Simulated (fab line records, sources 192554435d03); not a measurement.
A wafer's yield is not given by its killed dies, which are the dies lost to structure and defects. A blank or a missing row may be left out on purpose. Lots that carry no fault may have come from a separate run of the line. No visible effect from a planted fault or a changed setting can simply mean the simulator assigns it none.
Which tool is to blame? ; flow n5 finfet ; 20 lots, 60 wafers sampled, at 6 steps of a route of 1938

== WHAT THE GAUGES SHOWED, per wafer ==
No reading from a measuring or inspecting step in the record can be judged against a usual standard deviation.

== TOOL THAT RAN EACH LOT (tool first, then ch and the chambers of the sampled wafers, then the start) ==
lot;N5_BEOL_M9_HM_OPEN_17;N5_BEOL_M9_ETCH_65;N5_BEOL_M9_STRIP_36;N5_BEOL_M9_TRENCH_ETCH_37;N5_BEOL_M10_ILD_DEP_00;N5_BEOL_M10_ETCH_62
L076;rie metal-03 ch 0, day 10 11:52;rie diel-02 ch 0,1,3, day 10 15:49;rie diel-02 ch 0,1,3, day 10 16:00;rie diel-02 ch 0,1,3, day 10 21:05 or earlier;pecvd-03 ch 0,1,2, day 10 21:05;rie diel-03 ch 0,1,3, day 11 00:26
L077;rie metal-01 ch 0,1, day 11 00:39;rie diel-02 ch 0,1,2, day 11 03:53;rie diel-02 ch 0,1,2, day 11 04:05;rie diel-02 ch 0,1,2, day 11 07:10 or earlier;pecvd-01 ch 0,2, day 11 07:10;rie diel-05 ch 0,3, day 11 12:26
L075;rie metal-02 ch 0,1, day 11 00:46;rie diel-04 ch 1,2,3, day 11 03:50;rie diel-04 ch 1,2,3, day 11 04:02;rie diel-04 ch 1,2,3, day 11 06:54 or earlier;pecvd-03 ch 0,1,2, day 11 06:54;rie diel-05 ch 1,3, day 11 12:05
L078;rie metal-01 ch 0,1, day 11 20:55;rie diel-06 ch 0,3, day 11 21:43;rie diel-06 ch 0,3, day 11 21:54;rie diel-06 ch 0,3, day 12 00:59 or earlier;pecvd-01 ch 0,1,2, day 12 00:59;rie diel-01 ch 1,2,3, day 12 03:03
L081;rie metal-01 ch 0,1, day 11 21:28;rie diel-02 ch 0,1,3, day 11 23:14;rie diel-02 ch 0,1,3, day 11 23:26;rie diel-02 ch 0,1,3, day 12 01:56 or earlier;pecvd-01 ch 0,2, day 12 01:56;rie diel-03 ch 2,3, day 12 03:44
L074;rie metal-02 ch 0,1, day 11 21:41;rie diel-06 ch 0,1,2, day 11 23:44;rie diel-06 ch 0,1,2, day 11 23:55;rie diel-06 ch 0,1,2, day 12 03:23 or earlier;pecvd-01 ch 0,1,2, day 12 03:23;rie diel-05 ch 2,3, day 12 07:41
L080;rie metal-03 ch 0,1, day 11 21:53;rie diel-06 ch 0,1,3, day 11 23:18;rie diel-06 ch 0,1,3, day 11 23:29;rie diel-06 ch 0,1,3, day 12 02:13 or earlier;pecvd-04 ch 0,2, day 12 02:13;rie diel-01 ch 0,2,3, day 12 04:12
L082;rie metal-01 ch 0,1, day 12 01:09;rie diel-06 ch 0,1,3, day 12 01:56;rie diel-06 ch 0,1,3, day 12 02:08;rie diel-06 ch 0,1,3, day 12 04:49 or earlier;pecvd-01 ch 0,1, day 12 04:49;rie diel-01 ch 0,1,2, day 12 08:03
L083;rie metal-02 ch 1, day 12 14:05;rie diel-04 ch 1,2,3, day 12 16:35;rie diel-04 ch 1,2,3, day 12 16:46;rie diel-04 ch 1,2,3, day 12 20:01 or earlier;pecvd-03 ch 1,2, day 12 20:01;rie diel-05 ch 1,2,3, day 12 22:32
L084;rie metal-02 ch 1, day 12 14:20;rie diel-02 ch 1,2,3, day 12 16:41;rie diel-02 ch 1,2,3, day 12 16:53;rie diel-02 ch 1,2,3, day 12 20:19 or earlier;pecvd-01 ch 0,1, day 12 20:19;rie diel-01 ch 2,3, day 12 22:35
L085;rie metal-01 ch 0,1, day 12 14:52;rie diel-04 ch 0,2, day 12 17:00;rie diel-04 ch 0,2, day 12 17:11;rie diel-04 ch 0,2, day 12 20:34 or earlier;pecvd-03 ch 0,2, day 12 20:34;rie diel-01 ch 2,3, day 12 22:50
L086;rie metal-03 ch 0,1, day 13 13:09;rie diel-04 ch 0,2,3, day 13 15:19;rie diel-04 ch 0,2,3, day 13 15:31;rie diel-04 ch 0,2,3, day 13 19:43 or earlier;pecvd-01 ch 0,2, day 13 19:43;rie diel-01 ch 0,2, day 13 22:37
L087;rie metal-02 ch 0,1, day 14 06:10;rie diel-02 ch 1,2, day 14 08:08;rie diel-02 ch 1,2, day 14 08:20;rie diel-02 ch 1,2, day 14 11:19 or earlier;pecvd-04 ch 1,2, day 14 11:19;rie diel-03 ch 0,3, day 14 13:52
L090;rie metal-02 ch 0, day 14 18:49;rie diel-06 ch 0,1, day 14 23:23;rie diel-06 ch 0,1, day 14 23:35;rie diel-06 ch 0,1, day 15 02:49 or earlier;pecvd-01 ch 0,1,2, day 15 02:49;rie diel-05 ch 1,2,3, day 15 04:43
L091;rie metal-03 ch 0,1, day 14 19:05;rie diel-04 ch 1,2,3, day 14 23:26;rie diel-04 ch 1,2,3, day 14 23:37;rie diel-04 ch 1,2,3, day 15 02:17 or earlier;pecvd-04 ch 0,1,2, day 15 02:17;rie diel-03 ch 0,3, day 15 04:29
L092;rie metal-02 ch 0,1, day 14 19:15;rie diel-06 ch 1,2, day 14 23:49;rie diel-06 ch 1,2, day 15 00:00;rie diel-06 ch 1,2, day 15 03:06 or earlier;pecvd-03 ch 0,2, day 15 03:06;rie diel-01 ch 0,1,2, day 15 05:02
L093;rie metal-03 ch 0,1, day 15 15:49;rie diel-06 ch 0,2,3, day 15 18:46;rie diel-06 ch 0,2,3, day 15 18:58;rie diel-06 ch 0,2,3, day 15 23:40 or earlier;pecvd-01 ch 0,1, day 15 23:40;rie diel-05 ch 0,1,3, day 16 03:07
L094;rie metal-02 ch 0,1, day 16 03:10;rie diel-06 ch 0,2,3, day 16 04:57;rie diel-06 ch 0,2,3, day 16 05:08;rie diel-06 ch 0,2,3, day 16 08:04 or earlier;pecvd-03 ch 0,1, day 16 08:04;rie diel-03 ch 0,2,3, day 16 11:50
L096;rie metal-02 ch 0,1, day 16 11:50;rie diel-04 ch 0,1,3, day 16 14:11;rie diel-04 ch 0,1,3, day 16 14:22;rie diel-04 ch 0,1,3, day 16 17:05 or earlier;pecvd-04 ch 0,1,2, day 16 17:05;rie diel-03 ch 0,1,3, day 16 20:05
L097;rie metal-02 ch 0,1, day 16 12:08;rie diel-06 ch 0,1,2, day 16 14:20;rie diel-06 ch 0,1,2, day 16 14:32;rie diel-06 ch 0,1,2, day 16 18:07 or earlier;pecvd-03 ch 0,1,2, day 16 18:07;rie diel-05 ch 1,3, day 16 20:10
- N5_BEOL_M9_HM_OPEN_17: chemistry Cl2/BCl3, target TiN, target depth 20 nm, overetch 6 nm.
- N5_BEOL_M9_ETCH_65: etches SiARC in CF4, target depth 15.6 nm, time 26 s.
- N5_BEOL_M9_STRIP_36: strips in N2/H2.
- N5_BEOL_M9_TRENCH_ETCH_37: etches SiCOH lowk in C4F6/O2, target depth 151.43 nm, time 49 s.
- N5_BEOL_M10_ILD_DEP_00: deposits SiCOH lowk from DEMS/porogen, target thk 308.51 nm, time 58 s.
- N5_BEOL_M10_ETCH_62: etches SOC in N2/H2, target depth 110 nm, overetch 22 nm, time 165 s.

== WHAT THE TOOLS THEMSELVES READ (means of the sampled wafers that have a number; where no wafer has one, the mark that the record gives instead) ==
N5_BEOL_M9_HM_OPEN_17.
lot;tool;drypump motor current A (A);oes product au (a.u.);throttle valve pct (%)
L076;rie metal-03;6.4;0.59;22.63
L077;rie metal-01;5.9;0.73;22.44
L075;rie metal-02;5.2;0.59;22.37
L078;rie metal-01;5.9;0.72;22.44
L081;rie metal-01;6.0;0.74;22.35
L074;rie metal-02;5.2;0.58;22.38
L080;rie metal-03;6.4;0.64;22.39
L082;rie metal-01;5.9;0.74;22.33
L083;rie metal-02;5.0;0.60;22.36
L084;rie metal-02;5.0;0.61;22.33
L085;rie metal-01;5.9;0.74;22.34
L086;rie metal-03;6.4;0.67;22.20
L087;rie metal-02;5.4;0.74;22.15
L090;rie metal-02;5.6;0.80;22.06
L091;rie metal-03;6.4;0.62;22.42
L092;rie metal-02;5.4;0.74;22.14
L093;rie metal-03;6.4;0.61;22.43
L094;rie metal-02;5.1;0.66;22.26
L096;rie metal-02;5.4;0.72;22.15
L097;rie metal-02;5.4;0.72;22.16

N5_BEOL_M9_ETCH_65.
lot;tool;drypump motor current A (A);etch rf on time s (s);oes product au (a.u.);rf vpp V (V);showerhead plenum p Torr (Torr);throttle valve pct (%)
L076;rie diel-02;6.1;26.8;0.65;184.8;2.12;15.73
L077;rie diel-02;5.9;26.9;0.65;183.8;2.12;15.73
L075;rie diel-04;5.5;25.7;0.64;184.2;2.18;15.69
L078;rie diel-06;5.9;25.6;0.72;184.2;2.15;15.49
L081;rie diel-02;6.1;26.9;0.64;184.1;2.11;15.75
L074;rie diel-06;5.9;26.2;0.72;184.6;2.23;15.36
L080;rie diel-06;5.9;26.1;0.74;184.8;2.18;15.52
L082;rie diel-06;5.9;26.1;0.75;184.1;2.18;15.53
L083;rie diel-04;5.5;25.6;0.73;184.1;2.18;15.52
L084;rie diel-02;5.7;27.0;0.68;184.1;2.16;15.67
L085;rie diel-04;5.7;25.7;0.71;185.0;2.26;15.69
L086;rie diel-04;5.7;25.7;0.71;184.1;2.23;15.56
L087;rie diel-02;5.5;27.3;0.67;184.4;2.16;15.67
L090;rie diel-06;5.9;25.8;0.75;185.4;2.24;15.43
L091;rie diel-04;5.5;25.7;0.70;184.7;2.17;15.56
L092;rie diel-06;5.9;27.0;0.65;184.6;2.23;15.43
L093;rie diel-06;5.9;26.5;0.66;183.4;2.15;15.57
L094;rie diel-06;5.9;26.6;0.65;183.6;2.15;15.57
L096;rie diel-04;5.8;25.4;0.74;183.9;2.17;15.46
L097;rie diel-06;5.9;26.0;0.69;183.3;2.22;15.43

N5_BEOL_M9_STRIP_36.
lot;tool;drypump motor current A (A);oes product au (a.u.);rf vpp V (V);showerhead plenum p Torr (Torr);throttle valve pct (%)
L076;rie diel-02;6.1;0.77;58.8;2.50;23.9
L077;rie diel-02;5.9;0.77;60.0;2.50;23.9
L075;rie diel-04;5.5;0.75;57.7;2.58;23.8
L078;rie diel-06;5.9;0.84;59.2;2.54;23.6
L081;rie diel-02;6.1;0.76;59.8;2.50;23.9
L074;rie diel-06;5.9;0.84;59.4;2.64;23.4
L080;rie diel-06;5.9;0.88;58.0;2.58;23.8
L082;rie diel-06;5.9;0.87;59.1;2.58;23.7
L083;rie diel-04;5.5;0.86;60.7;2.58;23.7
L084;rie diel-02;5.7;0.82;59.0;2.56;23.9
L085;rie diel-04;5.7;0.81;60.4;2.68;23.7
L086;rie diel-04;5.7;0.82;60.5;2.65;23.7
L087;rie diel-02;5.4;0.80;59.7;2.56;23.9
L090;rie diel-06;5.9;0.87;58.2;2.64;23.5
L091;rie diel-04;5.5;0.82;59.9;2.57;23.7
L092;rie diel-06;5.9;0.77;57.9;2.65;23.6
L093;rie diel-06;5.9;0.77;59.8;2.55;23.7
L094;rie diel-06;5.9;0.77;58.6;2.55;23.7
L096;rie diel-04;5.8;0.86;58.0;2.59;23.7
L097;rie diel-06;5.9;0.79;58.5;2.62;23.5

N5_BEOL_M9_TRENCH_ETCH_37.
lot;tool;drypump motor current A (A);oes product au (a.u.);rf vpp V (V);showerhead plenum p Torr (Torr);throttle valve pct (%)
L076;rie diel-02;6.1;0.76;662;2.82;21.07
L077;rie diel-02;5.9;0.76;673;2.81;21.06
L075;rie diel-04;5.5;0.75;669;2.90;21.05
L078;rie diel-06;5.9;0.85;667;2.86;20.87
L081;rie diel-02;6.1;0.75;662;2.81;21.08
L074;rie diel-06;5.9;0.83;668;2.95;20.67
L080;rie diel-06;5.9;0.87;671;2.89;20.91
L082;rie diel-06;5.9;0.86;671;2.89;20.90
L083;rie diel-04;5.5;0.85;669;2.89;20.91
L084;rie diel-02;5.7;0.80;664;2.88;21.04
L085;rie diel-04;5.7;0.83;690;2.99;21.03
L086;rie diel-04;5.7;0.83;682;2.96;20.93
L087;rie diel-02;5.5;0.80;674;2.87;21.06
L090;rie diel-06;6.0;0.88;671;2.96;20.76
L091;rie diel-04;5.5;0.82;667;2.89;20.94
L092;rie diel-06;5.9;0.76;669;2.95;20.69
L093;rie diel-06;5.9;0.77;667;2.86;20.91
L094;rie diel-06;5.9;0.77;668;2.86;20.90
L096;rie diel-04;5.8;0.86;668;2.90;20.86
L097;rie diel-06;5.9;0.80;668;2.94;20.72

N5_BEOL_M10_ILD_DEP_00.
lot;tool;chamber pressure Torr (Torr);heater power w (W);showerhead plenum p Torr (Torr);throttle valve pct (%)
L076;pecvd-03;5.006;295;5.735;13.2
L077;pecvd-01;5.002;326;5.740;14.0
L075;pecvd-03;4.997;300;5.732;13.3
L078;pecvd-01;5.001;338;5.736;14.0
L081;pecvd-01;4.990;324;5.753;14.1
L074;pecvd-01;4.991;338;5.744;14.0
L080;pecvd-04;4.999;299;5.734;14.1
L082;pecvd-01;4.992;334;5.728;14.2
L083;pecvd-03;4.998;287;5.745;13.2
L084;pecvd-01;5.006;370;5.744;14.3
L085;pecvd-03;5.010;268;5.748;13.0
L086;pecvd-01;5.000;330;5.754;14.0
L087;pecvd-04;5.003;298;5.765;15.4
L090;pecvd-01;4.999;353;5.736;14.0
L091;pecvd-04;4.991;301;5.755;14.7
L092;pecvd-03;5.008;253;5.739;13.1
L093;pecvd-01;5.002;367;5.743;14.3
L094;pecvd-03;4.992;357;5.734;13.5
L096;pecvd-04;5.000;291;5.746;14.9
L097;pecvd-03;4.993;306;5.743;13.4

N5_BEOL_M10_ETCH_62.
lot;tool;drypump motor current A (A);oes product au (a.u.);rf vpp V (V);showerhead plenum p Torr (Torr);throttle valve pct (%)
L076;rie diel-03;5.8;0.71;525.8;2.65;17.92
L077;rie diel-05;5.1;0.69;525.2;2.60;17.91
L075;rie diel-05;5.3;0.70;523.9;2.54;17.97
L078;rie diel-01;5.2;0.63;525.5;2.60;17.89
L081;rie diel-03;6.0;0.74;527.2;2.66;17.89
L074;rie diel-05;4.9;0.68;527.6;2.68;17.92
L080;rie diel-01;5.5;0.62;525.4;2.60;17.90
L082;rie diel-01;5.6;0.65;525.7;2.58;17.86
L083;rie diel-05;5.3;0.68;526.5;2.61;17.96
L084;rie diel-01;5.0;0.59;525.6;2.61;17.97
L085;rie diel-01;5.1;0.60;526.4;2.61;17.96
L086;rie diel-01;5.4;0.61;525.7;2.59;17.95
L087;rie diel-03;6.1;0.71;527.8;2.69;17.90
L090;rie diel-05;5.3;0.67;525.0;2.60;18.00
L091;rie diel-03;6.1;0.70;528.3;2.69;17.91
L092;rie diel-01;5.5;0.63;525.7;2.57;17.91
L093;rie diel-05;5.5;0.66;523.6;2.52;18.01
L094;rie diel-03;5.8;0.64;525.3;2.62;18.02
L096;rie diel-03;5.7;0.65;525.7;2.63;18.00
L097;rie diel-05;5.3;0.65;522.9;2.52;18.03

== THE ANSWER, worked out from the rows above alone ==
Rule: the lots themselves supply what counts as usual. Put in order of their means at a reading, lots are off if they are a third of the lots or fewer, leave a main group of 4 or more, and stand apart from it by a gap of 3 or more times the standard deviation of the main group's means; of several such gaps the widest counts. A main group whose means are all the same, to the digits that the tables above print for the reading, isn't used. A lot without any number at a reading at which 4 lots or more have one is off too. Any other lot the step has rows for is counted as sound. First the gauges in route order, then the tools' own readings, where a lot's mean is used as printed above. At the first step where some lot is off, the reading lying furthest off is the one used; lots without a number count as furthest.
Nothing can be told from this: no lot is off at any reading shown.

== WHAT WAS PUT IN BY THE SIMULATOR ==
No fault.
